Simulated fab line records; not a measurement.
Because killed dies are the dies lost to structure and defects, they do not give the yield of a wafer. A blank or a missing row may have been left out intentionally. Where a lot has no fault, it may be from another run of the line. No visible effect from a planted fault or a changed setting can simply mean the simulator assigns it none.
Chamber matching || flow n5Finfet || N5_GATE_CUT_CMP_61 on cmp-03: 4 sister chambers
The step polishes, stops on SiNx, t overpolish 3 s. 16 wafers are shown with their chamber, then 8 later ones without.

== WAFERS PAIRED WITH THEIR CHAMBERS ==
{"wafer": "L077.1", "chamber": 2, "motorCurrentA (A)": 12.2, "retainingRingPressureFrac": 1.002, "padLifeWafers": 374}
{"wafer": "L077.4", "chamber": 1, "motorCurrentA (A)": 14.1, "retainingRingPressureFrac": 1.000, "padLifeWafers": 373}
{"wafer": "L079.1", "chamber": 0, "motorCurrentA (A)": 10.0, "retainingRingPressureFrac": 1.008, "padLifeWafers": 500}
{"wafer": "L079.3", "chamber": 3, "motorCurrentA (A)": 12.4, "retainingRingPressureFrac": 1.004, "padLifeWafers": 499}
{"wafer": "L081.1", "chamber": 3, "motorCurrentA (A)": 12.5, "retainingRingPressureFrac": 0.999, "padLifeWafers": 627}
{"wafer": "L081.2", "chamber": 2, "motorCurrentA (A)": 12.9, "retainingRingPressureFrac": 1.000, "padLifeWafers": 626}
{"wafer": "L081.3", "chamber": 1, "motorCurrentA (A)": 13.4, "retainingRingPressureFrac": 1.003, "padLifeWafers": 625}
{"wafer": "L082.1", "chamber": 3, "motorCurrentA (A)": 12.3, "retainingRingPressureFrac": 1.001, "padLifeWafers": 662}
{"wafer": "L082.2", "chamber": 0, "motorCurrentA (A)": 11.3, "retainingRingPressureFrac": 1.005, "padLifeWafers": 663}
{"wafer": "L083.1", "chamber": 2, "motorCurrentA (A)": 12.2, "retainingRingPressureFrac": 0.996, "padLifeWafers": 738}
{"wafer": "L083.2", "chamber": 0, "motorCurrentA (A)": 10.8, "retainingRingPressureFrac": 0.998, "padLifeWafers": 740}
{"wafer": "L083.4", "chamber": 3, "motorCurrentA (A)": 12.4, "retainingRingPressureFrac": 0.999, "padLifeWafers": 739}
{"wafer": "L086.2", "chamber": 1, "motorCurrentA (A)": 13.8, "retainingRingPressureFrac": 1.008, "padLifeWafers": 871}
{"wafer": "L086.3", "chamber": 3, "motorCurrentA (A)": 12.3, "retainingRingPressureFrac": 1.002, "padLifeWafers": 873}
{"wafer": "L086.4", "chamber": 2, "motorCurrentA (A)": 12.5, "retainingRingPressureFrac": 0.989, "padLifeWafers": 872}
{"wafer": "L088.1", "chamber": 0, "motorCurrentA (A)": 11.5, "retainingRingPressureFrac": 1.000, "padLifeWafers": 939}

SIGNATURES, as means of the wafers listed above
{"reading": "motorCurrentA", "chamber 0": 10.900, "chamber 1": 13.767, "chamber 2": 12.450, "chamber 3": 12.380, "scatter within a chamber": 0.403}
{"reading": "retainingRingPressureFrac", "chamber 0": 1.00275, "chamber 1": 1.00367, "chamber 2": 0.99675, "chamber 3": 1.00100, "scatter within a chamber": 0.0042}
{"reading": "padLifeWafers", "chamber 0": 710.50, "chamber 1": 623.00, "chamber 2": 652.50, "chamber 3": 680.00, "scatter within a chamber": 190}
Rule: a wafer's distance from a chamber is the root of the sum, over the readings, of the square of ((its reading less the chamber's mean) divided by the reading's scatter). If the next closest chamber is less than 2 further off than the closest, the wafer can't be placed; otherwise it belongs to the closest. The scatter: take each reading less its chamber's mean, square it, sum over the shown wafers, divide by the number of wafers less the number of chambers, and take the root.

== WAFERS WITH NO CHAMBER GIVEN ==
{"wafer": "L088.2", "motorCurrentA (A)": 12.1, "retainingRingPressureFrac": 0.990, "padLifeWafers": 938}
{"wafer": "L090.1", "motorCurrentA (A)": 10.3, "retainingRingPressureFrac": 0.994, "padLifeWafers": 1026}
{"wafer": "L090.3", "motorCurrentA (A)": 12.7, "retainingRingPressureFrac": 1.004, "padLifeWafers": 1028}
{"wafer": "L093.2", "motorCurrentA (A)": 10.3, "retainingRingPressureFrac": 0.998, "padLifeWafers": 1154}
{"wafer": "L093.4", "motorCurrentA (A)": 12.7, "retainingRingPressureFrac": 0.998, "padLifeWafers": 1152}
{"wafer": "L094.2", "motorCurrentA (A)": 12.0, "retainingRingPressureFrac": 1.005, "padLifeWafers": 1195}
{"wafer": "L097.1", "motorCurrentA (A)": 13.1, "retainingRingPressureFrac": 0.998, "padLifeWafers": 1346}
{"wafer": "L097.4", "motorCurrentA (A)": 13.4, "retainingRingPressureFrac": 0.997, "padLifeWafers": 1344}

== WHICH CHAMBER EACH WENT THROUGH ==
{"wafer": "L088.2", "from the rows above": "can't be placed: 2 or 3", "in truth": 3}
{"wafer": "L090.1", "from the rows above": 0, "in truth": 0}
{"wafer": "L090.3", "from the rows above": "can't be placed: 3 or 2 or 1", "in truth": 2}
{"wafer": "L093.2", "from the rows above": 0, "in truth": 0}
{"wafer": "L093.4", "from the rows above": "can't be placed: 3 or 2 or 1", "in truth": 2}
{"wafer": "L094.2", "from the rows above": "can't be placed: 3 or 2 or 0", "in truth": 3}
{"wafer": "L097.1", "from the rows above": "can't be placed: 3 or 2 or 1", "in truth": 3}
{"wafer": "L097.4", "from the rows above": "can't be placed: 1 or 2 or 3", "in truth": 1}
2 of 8 placed correctly. Cannot be placed on the basis of these rows: 6; the candidates contain the true chamber in 6. Number placed wrongly: 0.
